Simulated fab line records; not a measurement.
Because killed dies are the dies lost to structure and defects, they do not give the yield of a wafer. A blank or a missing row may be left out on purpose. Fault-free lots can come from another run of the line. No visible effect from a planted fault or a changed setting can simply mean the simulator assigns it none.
Chamber matching    flow n5_finfet    N5_BEOL_M2_ETCHBACK_99 on rie_diel-02: 4 sister chambers
The step etches SiO2 in CHF3, target depth 5 nm, time 10.4 s. 14 wafers are shown with their chamber, then 7 later ones without.

WAFERS WITH THEIR CHAMBER
wafer   chamber  showerhead_plenum_p_Torr (Torr)  throttle_valve_pct (%)  oes_product_au (a.u.)
L074.2  2        2.27                             16.93                   0.80
L074.3  3        2.08                             16.93                   0.77
L074.4  1        2.21                             17.12                   0.72
L083.2  2        2.26                             16.96                   0.78
L083.5  2        2.26                             16.97                   0.77
L083.6  0        2.30                             16.71                   0.97
L087.1  3        2.07                             16.97                   0.73
L087.4  1        2.20                             17.18                   0.69
L087.5  2        2.26                             16.99                   0.77
L088.2  0        2.29                             16.72                   0.94
L088.3  3        2.07                             16.99                   0.74
L088.5  0        2.29                             16.71                   0.94
L089.1  2        2.25                             16.98                   0.76
L089.2  3        2.07                             16.98                   0.74

SIGNATURES (means of the wafers above)
reading                   chamber 0  chamber 1  chamber 2  chamber 3  scatter within a chamber
showerhead_plenum_p_Torr  2.2933     2.2050     2.2600     2.0725     0.00626
throttle_valve_pct        16.7133    17.1500    16.9660    16.9675    0.0246
oes_product_au            0.9500     0.7050     0.7760     0.7450     0.0169
Rule: a wafer's distance from a chamber is the root of the sum, over the readings, of the square of ((its reading less the chamber's mean) divided by the reading's scatter). If the next closest chamber is less than 2 further off than the closest, the wafer can't be placed; otherwise it belongs to the closest. The scatter: take each reading less its chamber's mean, square it, sum over the shown wafers, divide by the number of wafers less the number of chambers, and take the root.

WAFERS WITH NO CHAMBER GIVEN
wafer   showerhead_plenum_p_Torr (Torr)  throttle_valve_pct (%)  oes_product_au (a.u.)
L089.4  2.29                             16.71                   0.92
L090.1  2.07                             17.00                   0.74
L090.2  2.20                             17.20                   0.69
L090.3  2.25                             16.98                   0.76
L097.1  2.29                             16.74                   0.90
L097.3  2.07                             17.01                   0.73
L097.6  2.07                             17.01                   0.73

WHICH CHAMBER EACH WENT THROUGH
wafer   from the rows above  in truth
L089.4  0                    0
L090.1  3                    3
L090.2  1                    1
L090.3  2                    2
L097.1  0                    0
L097.3  3                    3
L097.6  3                    3
7 of 7 placed correctly. From these rows, 0 cannot be placed. Number placed wrongly: 0.
